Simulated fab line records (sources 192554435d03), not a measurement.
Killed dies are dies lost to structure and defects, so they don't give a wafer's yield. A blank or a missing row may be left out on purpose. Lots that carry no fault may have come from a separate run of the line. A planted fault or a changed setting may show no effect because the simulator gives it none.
Matching of chambers + flow n5-finfet + rie-diel-02 running N5_BEOL_M2_ETCH_77: 4 sister chambers
The step etches underlayer in N2/H2, target depth 6.5 nm, time 5.2 s. 20 wafers are shown with their chamber, then 10 later ones without.

== EACH WAFER AND ITS CHAMBER ==
| wafer  | chamber | showerhead-plenum-p-Torr (Torr) | throttle-valve-pct (%) | oes-product-au (a.u.) |
|--------|---------|---------------------------------|------------------------|-----------------------|
| L074.2 | 1       | 2.63                            | 18.02                  | 0.61                  |
| L074.3 | 3       | 2.45                            | 17.61                  | 0.66                  |
| L074.4 | 2       | 2.67                            | 17.67                  | 0.70                  |
| L075.1 | 3       | 2.45                            | 17.62                  | 0.65                  |
| L075.2 | 2       | 2.67                            | 17.71                  | 0.69                  |
| L075.5 | 2       | 2.67                            | 17.68                  | 0.69                  |
| L076.2 | 0       | 2.40                            | 17.92                  | 0.59                  |
| L076.4 | 2       | 2.67                            | 17.68                  | 0.68                  |
| L076.5 | 1       | 2.63                            | 18.00                  | 0.60                  |
| L080.2 | 3       | 2.44                            | 17.64                  | 0.65                  |
| L080.5 | 1       | 2.63                            | 18.04                  | 0.60                  |
| L080.6 | 2       | 2.67                            | 17.72                  | 0.68                  |
| L082.1 | 1       | 2.62                            | 18.07                  | 0.61                  |
| L082.3 | 2       | 2.66                            | 17.72                  | 0.67                  |
| L082.5 | 3       | 2.44                            | 17.65                  | 0.64                  |
| L083.2 | 1       | 2.62                            | 18.06                  | 0.59                  |
| L083.5 | 3       | 2.44                            | 17.64                  | 0.64                  |
| L083.6 | 2       | 2.66                            | 17.72                  | 0.66                  |
| L087.1 | 2       | 2.66                            | 17.72                  | 0.65                  |
| L087.4 | 3       | 2.44                            | 17.67                  | 0.63                  |

SIGNATURES, as means of the wafers listed above
| reading                  | chamber 0 | chamber 1 | chamber 2 | chamber 3 | scatter within a chamber |
|--------------------------|-----------|-----------|-----------|-----------|--------------------------|
| showerhead-plenum-p-Torr | 2.4000    | 2.6260    | 2.6662    | 2.4433    | 0.00525                  |
| throttle-valve-pct       | 17.9200   | 18.0380   | 17.7025   | 17.6383   | 0.0236                   |
| oes-product-au           | 0.5900    | 0.6020    | 0.6775    | 0.6450    | 0.0132                   |
Rule: distance of a wafer from a chamber = root of the sum over the readings of ((wafer's reading minus chamber's mean) / reading's scatter) squared. If the next closest chamber is less than 2 further off than the closest, the wafer can't be placed; otherwise it belongs to the closest. The scatter is the square root of a quotient: the sum, over the shown wafers, of each reading's squared deviation from its chamber's mean, divided by wafers minus chambers.

== WAFERS WITHOUT THEIR CHAMBER ==
| wafer  | showerhead-plenum-p-Torr (Torr) | throttle-valve-pct (%) | oes-product-au (a.u.) |
|--------|---------------------------------|------------------------|-----------------------|
| L087.5 | 2.71                            | 17.52                  | 0.80                  |
| L088.2 | 2.66                            | 17.73                  | 0.66                  |
| L088.3 | 2.44                            | 17.64                  | 0.63                  |
| L088.5 | 2.66                            | 17.73                  | 0.65                  |
| L089.1 | 2.71                            | 17.54                  | 0.80                  |
| L089.2 | 2.44                            | 17.65                  | 0.63                  |
| L089.4 | 2.62                            | 18.08                  | 0.59                  |
| L091.3 | 2.43                            | 17.70                  | 0.63                  |
| L091.4 | 2.62                            | 18.08                  | 0.60                  |
| L091.6 | 2.62                            | 18.03                  | 0.59                  |

== WHICH CHAMBER EACH ONE RAN IN ==
| wafer  | from the rows above | in truth                   |
|--------|---------------------|----------------------------|
| L087.5 | 2                   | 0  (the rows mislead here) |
| L088.2 | 2                   | 2                          |
| L088.3 | 3                   | 3                          |
| L088.5 | 2                   | 2                          |
| L089.1 | 2                   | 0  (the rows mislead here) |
| L089.2 | 3                   | 3                          |
| L089.4 | 1                   | 1                          |
| L091.3 | 3                   | 3                          |
| L091.4 | 1                   | 1                          |
| L091.6 | 1                   | 1                          |
Correct placement for 8 of the 10. From these rows, 0 cannot be placed. Placed wrongly: 2.
